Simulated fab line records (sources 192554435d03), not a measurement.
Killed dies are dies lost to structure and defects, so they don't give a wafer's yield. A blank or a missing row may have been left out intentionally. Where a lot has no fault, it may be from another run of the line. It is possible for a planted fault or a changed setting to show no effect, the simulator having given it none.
Matching of chambers    flow n5Finfet    cmp-04 running N5_HKMG_FIN_CMP_23: 4 sister chambers
The step polishes, stops on SiNx, t overpolish 10 s, target thk 46.326 nm. 18 wafers are shown with their chamber, then 9 later ones without.

## EACH WAFER AND ITS CHAMBER
wafer   chamber  motorCurrentA (A)  timeToEndpointS (s)  overpolishRunS (s)
L076.1  3        10.5               12.7                 9.997
L076.3  1        12.4               15.0                 9.992
L076.5  3        10.8               13.1                 10.013
L083.3  2        12.1               12.1                 9.997
L083.4  0        15.8               11.6                 10.004
L083.5  1        12.7               12.7                 9.990
L085.1  2        12.2               11.7                 9.990
L085.3  3        10.8               10.8                 9.994
L085.6  3        10.1               11.2                 9.990
L085.2  1        12.4               15.0                 9.996
L085.4  0        15.1               13.2                 10.013
L085.5  0        15.4               11.0                 9.999
L087.1  0        15.3               11.8                 10.002
L087.2  3        10.6               13.8                 9.990
L087.3  1        12.2               11.5                 10.006
L090.3  1        12.8               14.2                 9.992
L090.4  2        11.9               12.4                 9.996
L090.6  1        13.2               13.5                 9.991

SIGNATURES (means of the wafers above)
reading          chamber 0  chamber 1  chamber 2  chamber 3  scatter within a chamber
motorCurrentA    15.400     12.617     12.067     10.560     0.303
timeToEndpointS  11.900     13.650     12.067     12.320     1.16
overpolishRunS   10.00450   9.99450    9.99433    9.99680    0.00697
Rule: a wafer lies at a distance from a chamber equal to the root of the sum of squares, over the readings, of (its reading less the chamber's mean, divided by the reading's scatter). If the next closest chamber is less than 2 further off than the closest, the wafer can't be placed; otherwise it belongs to the closest. How the scatter is found: for the shown wafers, subtract from each reading the mean of its chamber, square and add these, divide the total by (wafers less chambers), then take the root.

## WAFERS WITH NO CHAMBER GIVEN
wafer   motorCurrentA (A)  timeToEndpointS (s)  overpolishRunS (s)
L090.1  15.6               14.0                 9.990
L090.2  10.5               11.1                 10.024
L090.5  12.0               13.5                 9.993
L093.3  14.9               14.0                 9.988
L093.4  10.5               13.2                 9.997
L093.6  14.7               12.7                 10.003
L097.2  14.6               9.3                  9.987
L097.3  11.9               8.9                  10.008
L097.6  15.3               9.6                  9.992

## WHICH CHAMBER EACH WENT THROUGH
wafer   from the rows above      in truth
L090.1  0                        0
L090.2  3                        3
L090.5  can't be placed: 2 or 1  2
L093.3  0                        0
L093.4  3                        3
L093.6  0                        0
L097.2  0                        0
L097.3  can't be placed: 2 or 1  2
L097.6  0                        0
Correct placement for 7 of the 9. Unplaceable from these rows: 2, with the true chamber sitting among the candidates in 2. Wrongly placed: 0.
